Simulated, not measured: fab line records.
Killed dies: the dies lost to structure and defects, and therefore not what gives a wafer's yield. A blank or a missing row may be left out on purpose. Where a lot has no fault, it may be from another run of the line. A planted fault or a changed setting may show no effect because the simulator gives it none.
fab line records	flow n5_finfet
record: lots: 9	wafers: 27	last_day: 17
route steps=1938 shown BEOL_M3@1010 BEOL_M4@1023 PASSIVATION@1936
lots that met no fault: from a run of the same line without faults
start_h: hours from the record's first day to the start of the lot's first wafer shown	wait_h: time in hours since the lot's previous step	" the same as in the row above	L1.1+2: one row covering several wafers at once	- no value, or no start was given	* or withheld: withheld	< > ~ a bound
route shown NAME@n: NAME is a module with steps in the file, n the number in the route of the first one	usual: mean and standard deviation over wafers with no fault	same: alike in all rows	chamber/n: place in a boat	sites: the reading at each site	_std_site: their standard deviation	_edge_site: outer sites' mean less inner sites'	radius_mm: for every site, how far away it sits from the centre of the wafer	mask NAME#n: copy n	behind: tool/chamber where the wafer was last shaped	hold: what put the lot on hold/how long, in hours/how the hold closed	device: transistor that didn't switch, given as n, p or np	end of line: at the end of the route, the tests of the same wafers	a step given without rows: its recipe and nothing more	killed: the dies lost at the first sort to structure and to defects; this is not the yield of the wafer	map: dies across one wafer; x = killed, . = not, _ = none there
set.NAME: the run value of the setting; set.NAME@STEP: its run value at that earlier step	model.NAME: the simulator's own value behind a step, which no gauge read
route steps across a sampled set of lots; one table per step, one row per wafer
services: when a tool's chamber went out of use (start_h, in hours from the record's first day, below 0 if earlier), for how many hours, and the reason
== steps ==
step: N5_BEOL_M3_SPUTTER_96
recipe: material: Cu	target_thk_a: 45	temp_c: -20	chamber_pressure_pa: 0.07	power_w: withheld	time_s: 8.29
usual: chamber_pressure_pa: 0.07/0.00013	substrate_temp_c: -19.99/0.098	throttle_valve_pct: 29.7/1.1
lot.wafer	tool	chamber	start_h	wait_h	chamber_pressure_pa	substrate_temp_c	throttle_valve_pct
L326.1	pvd_sputter-03	-	144.95	0.1	0.07029	-19.95	29.4
L326.3	"	-	"	"	0.07021	-19.84	29.2
L326.5	"	-	"	"	0.07004	-19.93	31.1
L327.3	pvd_sputter-01	-	161.22	0.1	0.07003	-19.95	30.9
L327.5	"	-	"	"	0.0701	-20.01	30.7
L327.6	"	-	"	"	0.07002	-20.06	28.8
L332.1	pvd_sputter-03	-	179.44	0.1	0.07009	-20.12	29.6
L332.2	"	-	"	"	0.07012	-20.09	31.1
L332.6	"	-	"	"	0.06997	-19.95	31.2
L336.1	pvd_sputter-02	-	218.07	0.1	0.06994	-20.12	28.5
L336.3	"	-	"	"	0.06978	-20.10	30.0
L336.5	"	-	"	"	0.0699	-20.13	30.0
L335.1	pvd_sputter-02	-	221.42	0.1	0.07007	-20.12	28.9
L335.3	"	-	"	"	0.07023	-19.96	30.1
L335.5	"	-	"	"	0.07005	-19.95	28.7
L334.3	pvd_sputter-03	-	222.53	0.1	0.06988	-20.21	30.0
L334.4	"	-	"	"	0.06992	-20.09	28.0
L334.5	"	-	"	"	0.06995	-19.93	31.2
L340.3	pvd_sputter-01	-	240.03	0.1	0.06991	-20.15	31.1
L340.4	"	-	"	"	0.07012	-19.91	30.8
L340.5	"	-	"	"	0.06985	-20.04	28.8
L341.1	pvd_sputter-02	-	249.75	0.1	0.07015	-19.85	28.6
L341.3	"	-	"	"	0.07016	-19.98	30.5
L341.4	"	-	"	"	0.06993	-19.82	28.7
L347.2	pvd_sputter-02	-	286.99	0.1	0.07019	-19.89	30.3
L347.4	"	-	"	"	0.06993	-19.96	30.5
L347.6	"	-	"	"	0.06986	-19.77	30.4
step: N5_BEOL_M3_CMP_52
recipe: stop_on: SiOC	t_overpolish_s: 6.8	down_force_psi: 1	platen_rpm: 50	clearing_platen_down_force_psi: 1.5	clearing_platen_rpm: 50	post_cmp_clean: cu_alkaline	target_thk_nm: 40	clearing_platen_pad_velocity_m_s: 0.99484	pad_velocity_m_s: 0.99484
usual: barrier_field_endpoint_s: 24.6/0.61	motor_current_A: 6.3/0.61	overpolish_run_s: 6.799/0.0093	time_to_endpoint_s: 63.1/2.5
lot.wafer	tool	chamber	start_h	wait_h	barrier_field_endpoint_s	motor_current_A	overpolish_run_s	time_to_endpoint_s
L326.1	cmp-01	1	145.48	0.3	25.2	6.5	6.812	62.1
L326.3	"	3	"	"	25.1	5.8	6.795	62.1
L326.5	"	0	"	"	24.8	6.5	6.800	62.2
L327.3	cmp-01	0	161.79	0.2	25.0	6.4	6.803	64.5
L327.5	"	2	"	"	24.9	6.5	6.812	64.2
L327.6	"	3	"	"	25.8	6.5	6.790	65.2
L332.1	cmp-01	2	179.97	0.3	24.3	7.2	6.793	62.4
L332.2	"	0	"	"	24.3	6.2	6.806	60.5
L332.6	"	1	"	"	24.5	6.7	6.807	63.2
L336.3	cmp-01	2	218.59	0.2	23.7	6.9	6.804	58.1
L336.1	"	0	"	"	23.2	6.3	6.790	60.5
L336.5	"	3	"	"	24.3	6.5	6.800	60.6
L335.1	cmp-01	3	221.91	0.3	23.6	6.4	6.785	61.9
L335.3	"	2	"	"	24.5	6.7	6.813	59.2
L335.5	"	0	"	"	24.8	6.6	6.815	61.0
L334.4	cmp-01	1	223.16	0.2	24.6	6.6	6.798	63.6
L334.3	"	2	"	"	24.5	6.7	6.810	62.2
L334.5	"	0	"	"	24.7	6.6	6.806	62.9
L340.4	cmp-03	3	240.56	0.2	25.3	6.8	6.808	66.1
L340.3	"	1	"	"	23.9	5.2	6.801	63.2
L340.5	"	2	"	"	24.8	5.5	6.806	64.9
L341.1	cmp-03	3	250.51	0.3	25.0	6.5	6.799	64.9
L341.3	"	0	"	"	25.3	6.2	6.785	61.9
L341.4	"	1	"	"	25.0	5.2	6.794	63.3
L347.2	cmp-03	3	287.50	0.2	24.5	6.4	6.813	61.4
L347.4	"	1	"	"	24.4	5.6	6.802	59.7
L347.6	"	0	"	"	24.5	6.5	6.795	58.6
step: N5_BEOL_M3_PRE_CLEAN_60
recipe: gas: NH3/H2	time_s: 15	temp_c: *	rf_power_w: 300
usual: heater_power_w: 72/18
lot.wafer	tool	chamber	start_h	wait_h	heater_power_w
L326.1	cvd_co-01	0	145.77	0.0	67
L326.3	"	2	"	"	46
L326.5	"	0	"	"	68
L327.3	cvd_co-02	2	162.06	0.0	82
L327.5	"	2	"	"	81
L327.6	"	0	"	"	97
L332.1	cvd_co-02	0	180.27	0.0	96
L332.2	"	2	"	"	81
L332.6	"	0	"	"	96
L336.1	cvd_co-01	1	219.04	0.2	77
L336.3	"	2	"	"	46
L336.5	"	0	"	"	69
L335.1	cvd_co-02	2	222.26	0.1	83
L335.3	"	0	"	"	97
L335.5	"	2	"	"	81
L334.3	cvd_co-01	2	223.45	0.0	46
L334.4	"	0	"	"	67
L334.5	"	1	"	"	77
L340.3	cvd_co-01	0	240.86	0.0	69
L340.4	"	2	"	"	47
L340.5	"	1	"	"	76
L341.1	cvd_co-02	0	250.85	0.1	95
L341.3	"	2	"	"	83
L341.4	"	1	"	"	52
L347.2	cvd_co-01	2	287.83	0.0	46
L347.4	"	0	"	"	68
L347.6	"	1	"	"	76
step: N5_BEOL_M3_INSPECT_59
recipe: inspect_instrument: darkfield	mode: post_dep
usual: raw_defect_count: 72/22
lot.wafer	tool	chamber	start_h	wait_h	raw_defect_count
L326.1	defect_inspect-01	-	146.03	0.0	70
L326.3	"	-	"	"	63
L326.5	"	-	"	"	92
L327.3	defect_inspect-01	-	162.31	0.0	77
L327.5	"	-	"	"	64
L327.6	"	-	"	"	78
L332.1	defect_inspect-01	-	180.52	0.0	98
L332.2	"	-	"	"	51
L332.6	"	-	"	"	90
L336.1	defect_inspect-01	-	219.31	0.0	59
L336.3	"	-	"	"	53
L336.5	"	-	"	"	42
L335.1	defect_inspect-02	-	222.51	0.0	368
L335.3	"	-	"	"	383
L335.5	"	-	"	"	366
L334.3	defect_inspect-01	-	223.73	0.0	417
L334.4	"	-	"	"	370
L334.5	"	-	"	"	392
L340.3	defect_inspect-01	-	241.11	0.0	75
L340.4	"	-	"	"	73
L340.5	"	-	"	"	89
L341.1	defect_inspect-01	-	251.10	0.0	88
L341.3	"	-	"	"	101
L341.4	"	-	"	"	105
L347.2	defect_inspect-01	-	288.08	0.0	113
L347.4	"	-	"	"	101
L347.6	"	-	"	"	93
step: N5_BEOL_M4_PECVD_72
recipe: material: SiO2	target_thk_a: 160	temp_c: 400	precursor: TEOS/O2	pressure_torr: 5.5	rf_w: 450	teos_flow_sccm: 53.8	gas: O2	flow_sccm: 3000	time_s: 18
usual: heater_power_w: 626/71	showerhead_plenum_p_Torr: 8.77/0.035	throttle_valve_pct: 22.3/0.9
lot.wafer	tool	chamber	start_h	wait_h	heater_power_w	showerhead_plenum_p_Torr	throttle_valve_pct
L326.1	pecvd-03	1	146.18	0.0	609	8.74	21.6
L326.3	"	0	"	"	687	8.78	22.0
L326.5	"	0	"	"	679	8.77	21.8
L327.3	pecvd-04	0	162.45	0.0	763	8.73	21.7
L327.5	"	2	"	"	600	8.80	24.0
L327.6	"	0	"	"	757	8.72	21.9
L332.1	pecvd-03	0	180.66	0.0	698	8.78	22.1
L332.2	"	1	"	"	602	8.76	21.6
L332.6	"	1	"	"	571	8.75	21.5
L336.1	pecvd-03	2	219.47	0.0	646	8.72	21.7
L336.3	"	0	"	"	684	8.77	21.8
L336.5	"	0	"	"	692	8.77	21.9
L335.1	pecvd-03	1	222.66	0.0	588	8.76	21.6
L335.3	"	0	"	"	698	8.77	22.0
L335.5	"	2	"	"	712	8.69	21.4
L334.3	pecvd-04	0	223.90	0.1	741	8.75	22.2
L334.4	"	1	"	"	600	8.74	23.7
L334.5	"	0	"	"	750	8.74	22.0
L340.3	pecvd-01	1	241.27	0.1	586	8.77	22.4
L340.4	"	2	"	"	517	8.83	22.0
L340.5	"	2	"	"	517	8.84	22.0
L341.1	pecvd-04	2	251.24	0.0	615	8.80	20.5
L341.3	"	0	"	"	703	8.72	22.2
L341.4	"	0	"	"	717	8.74	21.8
L347.2	pecvd-04	2	288.22	0.0	647	8.79	21.1
L347.4	"	2	"	"	675	8.77	20.8
L347.6	"	0	"	"	769	8.73	22.1
step: N5_BEOL_M4_INSPECT_13
recipe: mode: adi	inspect_instrument: brightfield
usual: raw_defect_count: 422/100
lot.wafer	tool	chamber	start_h	wait_h	raw_defect_count
L326.1	defect_inspect-01	-	147.08	0.1	400
L326.3	"	-	"	"	303
L326.5	"	-	"	"	292
L327.3	defect_inspect-01	-	163.53	0.0	316
L327.5	"	-	"	"	394
L327.6	"	-	"	"	448
L332.1	defect_inspect-01	-	181.22	0.1	415
L332.2	"	-	"	"	360
L332.6	"	-	"	"	468
L336.1	defect_inspect-02	-	221.63	0.1	306
L336.3	"	-	"	"	461
L336.5	"	-	"	"	434
L335.1	defect_inspect-01	-	224.84	0.1	599
L335.3	"	-	"	"	645
L335.5	"	-	"	"	651
L334.3	defect_inspect-02	-	224.93	0.0	952
L334.4	"	-	"	"	696
L334.5	"	-	"	"	968
L340.3	defect_inspect-01	-	242.18	0.0	549
L340.4	"	-	"	"	524
L340.5	"	-	"	"	428
L341.1	defect_inspect-01	-	252.74	0.1	416
L341.3	"	-	"	"	475
L341.4	"	-	"	"	544
L347.2	defect_inspect-01	-	289.76	0.0	400
L347.4	"	-	"	"	508
L347.6	"	-	"	"	362
step: N5_BEOL_M4_RC_MEAS_101
usual: DIBL_N: 36.3/1.2	DIBL_P: 36.7/1.5	IOFF_N: 0.164/0.02	IOFF_P: 0.214/0.024	ION_N: 673/8.5	ION_P: 461/5.9	SS_N: 71.6/0.44	SS_P: 73.3/0.55	VT_N: 249.4/2.4	VT_P: -250.0/2.3
lot.wafer	tool	chamber	start_h	wait_h	DIBL_N[mV/V]	DIBL_P[mV/V]	IOFF_N[nA/um]	IOFF_P[nA/um]	ION_N[uA/um]	ION_P[uA/um]	SS_N[mV/dec]	SS_P[mV/dec]	VT_N[mV]	VT_P[mV]
L326.1	prober-01	0	158.09	0.0	36.3	35.8	0.162	0.194	674	458	71.9	73.4	249.4	-251.8
L326.3	"	0	"	"	35.6	34.9	0.149	0.182	654	449	71.7	73.3	250.6	-255.3
L326.5	"	0	"	"	36.4	35.2	0.160	0.188	655	453	71.4	74.0	249.2	-251.0
L327.3	prober-02	0	172.04	0.3	36.6	35.3	0.157	0.211	666	463	71.3	72.8	249.4	-248.3
L327.5	"	0	"	"	36.5	34.2	0.150	0.201	667	459	72.1	73.1	252.6	-251.7
L327.6	"	0	"	"	37.0	35.8	0.172	0.227	672	464	71.7	73.0	248.8	-248.0
L332.1	prober-01	0	203.66	0.0	36.4	36.7	0.144	0.225	652	459	70.8	73.0	252.7	-248.0
L332.2	"	0	"	"	33.3	33.2	0.112	0.173	676	465	70.8	71.9	254.2	-249.8
L332.6	"	0	"	"	35.5	35.5	0.134	0.205	669	464	71.2	72.8	252.9	-250.0
L336.1	prober-01	0	230.53	0.0	35.0	35.5	0.152	0.205	681	469	71.4	73.2	250.3	-251.2
L336.3	"	0	"	"	35.4	36.4	0.167	0.214	678	463	71.4	73.4	247.4	-250.8
L336.5	"	0	"	"	36.1	37.2	0.175	0.225	676	459	71.8	73.9	247.5	-248.6
L335.1	prober-01	0	232.24	0.0	36.3	37.8	0.171	0.235	689	472	71.7	73.8	245.1	-249.2
L335.3	"	0	"	"	36.8	38.2	0.169	0.243	678	466	71.7	72.6	248.6	-249.1
L335.5	"	0	"	"	36.5	37.6	0.159	0.227	676	464	71.7	73.7	250.6	-249.4
L334.3	prober-01	0	234.01	0.3	36.1	37.7	0.172	0.219	683	464	71.6	73.4	248.2	-248.6
L334.4	"	0	"	"	35.7	37.2	0.164	0.210	677	464	72.1	73.6	248.6	-251.2
L334.5	"	0	"	"	37.2	39.5	0.199	0.248	689	465	72.6	75.0	244.6	-247.5
L340.3	prober-01	0	254.05	0.3	37.2	36.8	0.174	0.223	675	460	72.2	73.9	251.4	-249.7
L340.4	"	0	"	"	36.6	36.3	0.165	0.218	671	460	71.4	73.3	248.3	-249.7
L340.5	"	0	"	"	36.7	36.4	0.160	0.224	678	467	72.6	73.4	253.3	-249.6
L341.1	prober-02	0	259.92	0.0	36.7	37.1	0.162	0.224	672	470	71.6	73.3	249.7	-247.1
L341.3	"	0	"	"	35.7	36.7	0.147	0.218	673	466	71.1	73.3	252.8	-246.9
L341.4	"	0	"	"	34.9	35.7	0.131	0.195	666	462	71.6	73.3	253.9	-247.2
L347.2	prober-01	0	300.19	0.2	36.0	36.4	0.163	0.219	675	461	71.3	73.2	246.9	-248.3
L347.4	"	0	"	"	37.5	38.9	0.194	0.256	671	460	71.9	73.7	245.0	-248.7
L347.6	"	0	"	"	36.9	38.2	0.180	0.244	674	465	71.4	73.9	247.3	-248.9
step: N5_PASSIVATION_PROBE_49
usual: defect_limited_yield: 91.2/1.5	killed_at_M0_to_M3: 35/11	killed_at_M4_up: 13/5.6	killed_at_contacts: 13/6.3	killed_at_front_end: 38/12	killed_at_other: 3.7/2.9	killed_dies: 104/18	killed_on_rim: 14/3.8	killed_open: 69/13	killed_short: 34/8.3	sort_bin_5_function: 5.2/0.95	sort_bin_6_memory: 3.3/0.68	sort_n_pass: 1076/18	sort_yield_pct: 91.2/1.5
same: gross_dies: 1180	killed_at_back_side: 0	sort_bin_4_leakage[%]: 0	sort_bin_8_speed[%]: 0
lot.wafer	tool	chamber	start_h	wait_h	defect_limited_yield[%]	killed_at_M0_to_M3	killed_at_M4_up	killed_at_contacts	killed_at_front_end	killed_at_other	killed_dies	killed_on_rim	killed_open	killed_short	sort_bin_5_function[%]	sort_bin_6_memory[%]	sort_n_pass	sort_yield_pct[%]
L332.1	prober-01	-	305.57	0.0	91.0	31	12	11	42	10	106	17	77	29	5.8	3.2	1074	91.0
L332.2	prober-01	-	305.62	0.1	92.2	38	16	8	21	9	92	15	65	24	4.0	3.5	1088	92.2
L332.6	prober-01	-	305.82	0.3	93.1	36	15	4	22	5	82	9	52	25	4.2	2.7	1098	93.1
L334.3	prober-01	-	333.66	0.1	70.0	288	13	6	43	4	354	48	61	28	18.0	10.6	826	70.0
L334.4	prober-01	-	333.71	0.2	68.1	298	10	23	38	8	377	45	79	36	18.6	11.6	803	68.1
L334.5	prober-01	-	333.76	0.2	69.6	293	16	12	35	3	359	44	59	24	17.1	11.7	821	69.6
L335.1	prober-01	-	338.14	0.2	70.6	286	10	11	40	0	347	44	62	27	17.6	10.4	833	70.6
L335.3	prober-01	-	338.24	0.3	69.8	304	1	10	39	2	356	43	72	25	18.6	10.8	824	69.8
L335.5	prober-01	-	338.34	0.4	70.8	292	4	8	40	1	345	44	52	29	18.2	9.4	835	70.8
killed by level:class
L332.1 STI_FIN_REVEAL:geometric_particle:open=11 MOL_CONTACT_COAG:geometric_particle:open=10 FIN_SAQP:geometric_particle:short=8 BEOL_M0_SAQP:geometric_particle:short=6 BEOL_M7:geometric_particle:open=6 BEOL_M0_SAQP:geometric_particle:open=5 BEOL_M3:geometric_particle:open=5 STARTING-WAFER:geometric_particle:open=5
L332.2 BEOL_M0:geometric_particle:open=10 BEOL_M0_SAQP:geometric_particle:open=9 MOL_CONTACT_COAG:geometric_particle:open=7 BEOL_M1:geometric_particle:open=7 BEOL_M8:geometric_particle:open=4 BEOL_M4:geometric_particle:open=4 STARTING-WAFER:geometric_particle:open=4 STI_FIN_REVEAL:geometric_particle:open=3
L332.6 BEOL_M0_SAQP:geometric_particle:short=7 BEOL_M0:geometric_particle:open=6 BEOL_M2:geometric_particle:open=6 BEOL_M3:geometric_particle:open=5 MOL_CONTACT_COAG:geometric_particle:open=4 BEOL_M0_SAQP:geometric_particle:open=4 BEOL_M7:geometric_particle:open=4 BEOL_M8:geometric_particle:open=4
L334.3 BEOL_M3:unspecified=264 FIN_SAQP:geometric_particle:open=18 FIN_SAQP:geometric_particle:short=9 BEOL_M0_SAQP:geometric_particle:open=8 BEOL_M4:geometric_particle:open=7 BEOL_M1:geometric_particle:open=5 BEOL_M1:geometric_particle:short=4 MOL_CONTACT_COAG:geometric_particle:short=3
L334.4 BEOL_M3:unspecified=262 MOL_CONTACT_COAG:geometric_particle:open=18 FIN_SAQP:geometric_particle:open=13 BEOL_M0_SAQP:geometric_particle:open=13 BEOL_M0_SAQP:geometric_particle:short=10 DUMMY_GATE:geometric_particle:open=8 BEOL_M1:geometric_particle:open=8 FIN_SAQP:geometric_particle:short=6
L334.5 BEOL_M3:unspecified=276 FIN_SAQP:geometric_particle:open=12 MOL_CONTACT_COAG:geometric_particle:open=9 FIN_SAQP:geometric_particle:short=6 DUMMY_GATE:geometric_particle:open=5 BEOL_M0_SAQP:geometric_particle:short=5 BEOL_M4:geometric_particle:open=5 BEOL_M1:geometric_particle:open=4
L335.1 BEOL_M3:unspecified=258 MOL_CONTACT_COAG:geometric_particle:open=10 STI_FIN_REVEAL:geometric_particle:open=9 BEOL_M1:geometric_particle:open=9 GATE_CUT:geometric_particle:open=8 BEOL_M2:geometric_particle:open=7 GATE_CUT:geometric_particle:short=6 BEOL_M0_SAQP:geometric_particle:short=4
L335.3 BEOL_M3:unspecified=259 STI_FIN_REVEAL:geometric_particle:open=14 BEOL_M0_SAQP:geometric_particle:open=12 BEOL_M2:geometric_particle:open=10 BEOL_M1:geometric_particle:open=8 BEOL_M0_SAQP:geometric_particle:short=8 FIN_SAQP:geometric_particle:open=7 MOL_CONTACT_COAG:geometric_particle:open=6
L335.5 BEOL_M3:unspecified=263 FIN_SAQP:geometric_particle:open=8 FIN_SAQP:geometric_particle:short=8 STI_FIN_REVEAL:geometric_particle:open=8 BEOL_M2:geometric_particle:open=8 STI_FIN_REVEAL:geometric_particle:short=5 BEOL_M0:geometric_particle:open=5 BEOL_M1:geometric_particle:open=5
== services ==
tool	chamber	start_h	hours	kind
cmp-03	-	125.52	2.4	repair
pecvd-04	0	140.44	5.5	scheduled_down
pecvd-04	-	140.80	0.6	repair
pecvd-01	1	157.75	2.1	scheduled_down
cmp-03	-	166.54	26.7	pm
pecvd-03	2	166.60	19.3	repair
pecvd-01	-	168.36	5.5	pm
pecvd-04	-	172.05	0.9	repair
pecvd-04	2	202.38	-	clean
pecvd-04	2	202.38	-	consumable_replace:showerhead
pecvd-04	2	202.38	29.0	scheduled_down
pecvd-04	2	202.38	29.0	vent_cycle
cvd_co-01	-	226.69	1.1	repair
pecvd-01	0	233.76	9.1	repair
cmp-01	-	263.13	2.2	repair
cmp-03	-	263.69	4.0	pm
pecvd-03	-	263.84	1.6	repair
cmp-01	-	266.86	4.0	pm
cmp-03	-	267.69	-	consumable_replace:conditioner
cmp-03	-	267.69	-	consumable_replace:pad
cmp-03	-	269.16	8.9	pm
cmp-01	-	270.86	-	consumable_replace:conditioner
cmp-01	-	270.86	-	consumable_replace:pad
cvd_co-02	-	279.31	1.3	repair
== key ==
first_sign: step: N5_BEOL_M3_INSPECT_59	reading: raw_defect_count	direction: up	sigmas: 14	usual: 72	struck: 383
effect: step: N5_BEOL_M4_INSPECT_13	reading: raw_defect_count	direction: up	sigmas: 3.2	usual: 422	struck: 752
effect: step: N5_PASSIVATION_PROBE_49	reading: killed_at_M0_to_M3	direction: up	sigmas: 23	usual: 35	struck: 294
more_kills_born_at: N5_BEOL_M3_CMP_52@cmp-01: 1582
met_at N5_BEOL_M3_CMP_52
struck_lots L334,L335
not_acting_at N5_BEOL_M3_SPUTTER_96,N5_BEOL_M3_PRE_CLEAN_60,N5_BEOL_M4_PECVD_72
onset_between 218.59 221.91
fault: kind: chamber_particle_source	tool: cmp-01	chamber: -	onset_h: 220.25	steps: N5_BEOL_M3_CMP_52	rate_per_visit_cm2: 0.51241	end_h: 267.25
